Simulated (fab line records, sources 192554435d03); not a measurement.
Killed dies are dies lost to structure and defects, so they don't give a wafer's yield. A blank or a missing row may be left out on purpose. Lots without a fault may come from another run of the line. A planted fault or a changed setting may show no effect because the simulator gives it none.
Chamber matching | flow n5_finfet | N5_BEOL_M6_PECVD_70 on pecvd-04: 3 sister chambers
The step deposits SiO2 from TEOS/O2, target thk 20 nm, time 22.7 s. 20 wafers are shown with their chamber, then 10 later ones without.

WAFERS WITH THEIR CHAMBER
wafer  | chamber | throttle_valve_pct (%) | showerhead_plenum_p_Torr (Torr) | heater_power_w (W)
L075.1 | 1       | 22.8                   | 8.81                            | 800
L075.4 | 1       | 22.5                   | 8.83                            | 799
L075.6 | 2       | 21.0                   | 8.72                            | 737
L079.1 | 1       | 22.4                   | 8.81                            | 786
L079.2 | 2       | 20.9                   | 8.72                            | 725
L079.3 | 0       | 20.7                   | 8.79                            | 766
L080.1 | 0       | 20.4                   | 8.82                            | 772
L080.5 | 1       | 22.9                   | 8.81                            | 781
L080.6 | 2       | 21.0                   | 8.70                            | 685
L087.2 | 2       | 21.2                   | 8.73                            | 718
L087.4 | 1       | 22.4                   | 8.79                            | 790
L087.6 | 2       | 21.2                   | 8.75                            | 703
L090.2 | 0       | 20.6                   | 8.83                            | 787
L090.5 | 2       | 21.2                   | 8.74                            | 665
L090.6 | 0       | 20.4                   | 8.81                            | 775
L088.3 | 1       | 22.5                   | 8.81                            | 848
L088.4 | 2       | 21.1                   | 8.75                            | 617
L088.5 | 0       | 20.7                   | 8.82                            | 763
L089.2 | 0       | 20.7                   | 8.83                            | 737
L089.4 | 2       | 21.1                   | 8.77                            | 666

SIGNATURES (means of the wafers above)
reading                  | chamber 0 | chamber 1 | chamber 2 | scatter within a chamber
throttle_valve_pct       | 20.583    | 22.583    | 21.087    | 0.158
showerhead_plenum_p_Torr | 8.8167    | 8.8100    | 8.7350    | 0.0177
heater_power_w           | 766.67    | 800.67    | 689.50    | 30
Rule: a wafer's distance from a chamber is the root of the sum, over the readings, of the square of ((its reading less the chamber's mean) divided by the reading's scatter). The wafer belongs to the nearest chamber; if the next one is less than 2 further off, it can't be placed. The scatter: the root of (the sum of the squares of (reading less its chamber's mean) over the shown wafers, divided by (wafers less chambers)).

WAFERS WITHOUT THEIR CHAMBER
wafer  | throttle_valve_pct (%) | showerhead_plenum_p_Torr (Torr) | heater_power_w (W)
L089.5 | 22.4                   | 8.81                            | 761
L092.2 | 22.8                   | 8.81                            | 810
L092.3 | 21.1                   | 8.72                            | 710
L092.4 | 20.8                   | 8.82                            | 690
L094.3 | 20.7                   | 8.83                            | 772
L094.4 | 21.1                   | 8.74                            | 689
L094.6 | 20.9                   | 8.85                            | 737
L096.1 | 21.2                   | 8.75                            | 671
L096.2 | 22.5                   | 8.81                            | 745
L096.6 | 21.2                   | 8.74                            | 697

WHICH CHAMBER EACH WENT THROUGH
wafer  | from the rows above | in truth
L089.5 | 1                   | 1
L092.2 | 1                   | 1
L092.3 | 2                   | 2
L092.4 | 0                   | 0
L094.3 | 0                   | 0
L094.4 | 2                   | 2
L094.6 | 0                   | 0
L096.1 | 2                   | 2
L096.2 | 1                   | 1
L096.6 | 2                   | 2
Placed correctly: 10 of 10. Can't be placed from these rows: 0. Placed wrongly: 0.
